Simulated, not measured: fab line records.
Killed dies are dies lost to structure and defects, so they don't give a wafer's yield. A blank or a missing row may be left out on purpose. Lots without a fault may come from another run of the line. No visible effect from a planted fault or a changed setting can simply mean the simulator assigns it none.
Struck lot and sound lot, side by side || flow n5-finfet || 15 out of 1938 route steps
Sound: these wafers, L844.1, L844.2, L844.6. The struck wafers were L836.1, L836.2, L836.5. The cause is named last.
For every step that has rows: the tool of each side, followed by ch and its chambers, followed by its first start. Under that, the readings that differ: sound wafers || struck wafers || difference of the means || sigmas: that difference in standard deviations of wafers without a fault.
alike: words and numbers the same on both sides, and readings whose means are apart by under 2 such deviations; not compared: readings that were withheld, readings missing a value for some wafer, numbers with overlapping values and no deviation given by the record, and bounds like >300 which may hide the same value.
Wherever a step has rows on one side only, a row that says differs or no value, or a row with sigmas, the two part there. Non-overlapping numbers with no deviation appear without sigmas and do not part them. A reading missing from all wafers of one side parts the sides only when that side holds two or more wafers.

first, 11 steps without rows for these wafers: N5_BEOL_M0_SAQP_HM_OPEN_112 (chemistry CHF3/O2, target SiO2, stops on a-Si, target depth 12 nm, time 13.5 s); N5_BEOL_M0_SAQP_STRIP_113 (strips in CHF3/O2); N5_BEOL_M0_SAQP_MANDREL_ETCH_20 (etches a-Si in HBr/Cl2, stops on SiNx, target depth 60 nm, bt time 10 s, time 30 s); N5_BEOL_M0_SAQP_STRIP_86 (strips in N2/H2); N5_BEOL_M0_SAQP_STRIP_115 (strips in post etch residue remover, time 60 s); N5_BEOL_M0_SAQP_SRD_93 (time 30 s); N5_BEOL_M0_SAQP_RECESS_114 (chemistry HF/NH3, target SiO2, target depth 14.4 nm, afs cycles 3, sublimation time 60 s); N5_BEOL_M0_SAQP_SPACER1_ALD_98 (deposits SiO2, target thk 12.8 nm, pulse time 1 s, purge time 2 s); N5_BEOL_M0_SAQP_SPACER1_ETCHBACK_99 (etches SiO2 in CHF3/O2, target depth 15.4 nm, time 7.7 s); N5_BEOL_M0_SAQP_MANDREL1_REMOVE_100 (chemistry HBr/Cl2/O2, target a-Si, stops on SiNx, bt time 10 s); N5_BEOL_M0_SAQP_ETCH_101 (etches SiNx in CH3F/O2, target depth 29.9 nm, time 42.7 s).
N5_BEOL_M0_SAQP_ETCH_102: etches SiO2 in CF4, target depth 4 nm, time 4.4 s.
  sound on rie-si-04 ch 0,1,3, day 8 23:44; struck on rie-si-04 ch 2,3, day 6 21:49
  no value came back on the struck wafers for any of 5 readings (bias-w (W), cf4-flow-sccm (sccm) and others); on the sound wafers bias-w (W) reads 399.4 400.5 400.7
  not compared: rf-hours-counter-h
then, 1 step without rows for these wafers: N5_BEOL_M0_SAQP_MANDREL_ETCH_103 (etches a-Si in HBr/Cl2, stops on SiCN, target depth 45 nm, bt time 10 s, time 27 s).
N5_BEOL_M4_RC_MEAS_101:
  the record has rows for the sound wafers here (prober-01 ch 0, day 13 03:07) and none for the struck ones
-- here the record skips 8 days between the struck wafers' starts before and after, leaving off in module BEOL_M4 and picking up in module PASSIVATION (first step shown: number 1936 of the route) --
N5_PASSIVATION_PROBE_49:
  sound on prober-02, day 17 05:41; struck on prober-01, day 15 09:28
{"reading": "defect-limited-yield (%)", "sound": 90.6, "struck": "0 0 0", "difference": -91, "sigmas": -76}
{"reading": "killed_at_M0_to_M3", "sound": 34, "struck": "1125 1120 1117", "difference": "+1087", "sigmas": "+99"}
{"reading": "killed_at_M4_up", "sound": 29, "struck": "11 14 10", "difference": -17, "sigmas": -3}
{"reading": "killed-dies", "sound": 111, "struck": "1180 1180 1180", "difference": "+1069", "sigmas": "+71"}
{"reading": "killed-on-rim", "sound": 12, "struck": "152 152 152", "difference": "+140", "sigmas": "+39"}
{"reading": "sort_bin_5_function (%)", "sound": 6.0, "struck": "97.4 96.0 96.2", "difference": "+90.5", "sigmas": "+99 or more"}
{"reading": "sort-n-pass", "sound": 1069, "struck": "0 0 0", "difference": -1069, "sigmas": -71}
{"reading": "sort-yield-pct (%)", "sound": 90.6, "struck": "0 0 0", "difference": -91, "sigmas": -76}
  alike: killed-at-contacts, killed-at-front-end, killed-at-other, killed-open, killed-short, sort_bin_6_memory

## WHERE THEY PART
At N5_BEOL_M0_SAQP_ETCH_102 first; at N5_PASSIVATION_PROBE_49 last (within this record only).

WHY: what the simulator had put in
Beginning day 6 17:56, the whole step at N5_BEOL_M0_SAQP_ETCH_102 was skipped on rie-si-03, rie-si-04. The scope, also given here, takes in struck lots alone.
